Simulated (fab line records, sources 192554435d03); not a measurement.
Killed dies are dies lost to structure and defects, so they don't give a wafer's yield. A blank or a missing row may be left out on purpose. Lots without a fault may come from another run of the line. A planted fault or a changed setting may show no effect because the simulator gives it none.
Split-lot experiment | flow n5_finfet | 7 lots, 21 wafers read, on a route of 1938 steps

THE SPLIT
At N5_BEOL_M2_DESCUM_33 (chemistry O2, time 7 s), the setting time_s was moved away from the recipe's 7 s on 9 of the 21 wafers read, by -20.6% to +21.7%. The other wafers ran this setting at the recipe's value.

FROM THE SPLIT TO THE READING: what the file shows between them, 2 steps
- N5_BEOL_M2_ETCH_77: etches underlayer in N2/H2, target depth 6.5 nm, time 5.2 s
- N5_BEOL_M2_ETCH_69: etches SiARC in CF4, target depth 15.6 nm, time 26 s

THE READING
CAR-EUV_of_BEOL_M2_COAT_22.thk_nm (the simulator's own value, which no gauge read), in nm, at N5_BEOL_M2_ETCHBACK_99 (etches SiO2 in CHF3, target depth 5 nm, time 10.4 s). The file gives no usual value for it. The 12 wafers here that ran the recipe average 10.5 nm, standard deviation 0.13 nm.

wafer  | tool, chamber at the split | time_s as run, s | against the recipe | CAR-EUV_of_BEOL_M2_COAT_22.thk_nm, nm | against lot-mates on the recipe
L075.1 | rie_diel-02, 0,3,0         | 7                | recipe             | 10.6                                  | -
L075.3 | rie_diel-02, 0,3,0         | 7                | recipe             | 10.6                                  | -
L075.5 | rie_diel-02, 0,3,0         | 7                | recipe             | 10.6                                  | -
L078.3 | rie_diel-02, 2             | 7                | recipe             | 10.4                                  | -
L078.4 | rie_diel-02, 1             | 6.317            | -9.8%              | 10.8                                  | +0.4
L078.6 | rie_diel-02, 1             | 6.317            | -9.8%              | 10.8                                  | +0.4
L082.1 | rie_diel-03, 3             | 7                | recipe             | 10.4                                  | -
L082.3 | rie_diel-03, 1             | 8.43             | +20.4%             | 9.6                                   | -0.8
L082.5 | rie_diel-03, 2             | 8.43             | +20.4%             | 9.8                                   | -0.6
L083.4 | rie_diel-03, 1,1,0         | 7                | recipe             | 10.4                                  | -
L083.5 | rie_diel-03, 1,1,0         | 7                | recipe             | 10.4                                  | -
L083.6 | rie_diel-03, 1,1,0         | 7                | recipe             | 10.4                                  | -
L084.1 | rie_diel-02, 0             | 7                | recipe             | 10.6                                  | -
L084.4 | rie_diel-02, 3             | 5.559            | -20.6%             | 11.2                                  | +0.6
L084.5 | rie_diel-02, 3             | 5.559            | -20.6%             | 11.2                                  | +0.6
L087.1 | rie_diel-02, 2             | 5.738            | -18.0%             | 11                                    | +0.4
L087.2 | rie_diel-02, 3             | 5.738            | -18.0%             | 11                                    | +0.4
L087.4 | rie_diel-02, 0             | 7                | recipe             | 10.6                                  | -
L093.1 | rie_diel-03, 3             | 7                | recipe             | 10.6                                  | -
L093.4 | rie_diel-03, 1             | 8.519            | +21.7%             | 9.4                                   | -1.0
L093.5 | rie_diel-03, 1             | 7                | recipe             | 10.2                                  | -
Where a row lists several chambers, the file gives one row for several wafers and doesn't say which wafer went through which chamber.

THE FIT
A straight line over all 21 wafers: CAR-EUV_of_BEOL_M2_COAT_22.thk_nm changes by -0.0371 nm for each +1% of time_s; r = -0.96; the points scatter about the line by 0.13 nm.
The same after taking each lot's own level away (the mean of its wafers on the recipe; 21 wafers): -0.0329 nm for each +1%; r = -0.96; scatter 0.12 nm.
On that fit, the largest move of time_s shifts the reading by 0.71 nm.
The lots' own levels span 10.40 to 10.60 nm, that is 1.6 times the standard deviation above.
So the lot-to-lot level changes the slope: the two fits differ.
Check: with one of the wafers moved furthest among these (+21.7%) left out of the fit, the line predicts -0.671 nm for it against its lot-mates. It came out at -1 nm against them.

OTHER SPLITS ON THESE WAFERS
These wafers also went through other splits before the reading. Each is held against what the fit with the lots' levels taken away leaves over:
other split on the same wafers | wafers away from the commonest value | r with CAR-EUV_of_BEOL_M2_COAT_22.thk_nm (lot level and that fit taken away)
N5_BEOL_M2_EXPOSE_08 dose_mj   | 5                                    | -0.41

THE WHOLE CHAIN: every reading that the file lists as answering this split, in the file's order
step                   | what it does                                                | reading                                                                            | change (the file's fit)                | r (the file's)
N5_BEOL_M2_DESCUM_33   | chemistry O2, time 7 s                                      | CAR-EUV_of_BEOL_M2_COAT_22.thk_nm (the simulator's own value, which no gauge read) | -0.0345 nm for each +1% of the setting | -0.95
N5_BEOL_M2_ETCH_77     | etches underlayer in N2/H2, target depth 6.5 nm, time 5.2 s | CAR-EUV_of_BEOL_M2_COAT_22.thk_nm (the simulator's own value, which no gauge read) | -0.0363 nm for each +1% of the setting | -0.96
N5_BEOL_M2_ETCH_69     | etches SiARC in CF4, target depth 15.6 nm, time 26 s        | CAR-EUV_of_BEOL_M2_COAT_22.thk_nm (the simulator's own value, which no gauge read) | -0.0329 nm for each +1% of the setting | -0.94
N5_BEOL_M2_ETCHBACK_99 | etches SiO2 in CHF3, target depth 5 nm, time 10.4 s         | CAR-EUV_of_BEOL_M2_COAT_22.thk_nm (the simulator's own value, which no gauge read) | -0.0343 nm for each +1% of the setting | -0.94

THE FILE'S OWN FIT
CAR-EUV_of_BEOL_M2_COAT_22.thk_nm changes by -0.0343 nm for each +1% of time_s, r = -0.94.
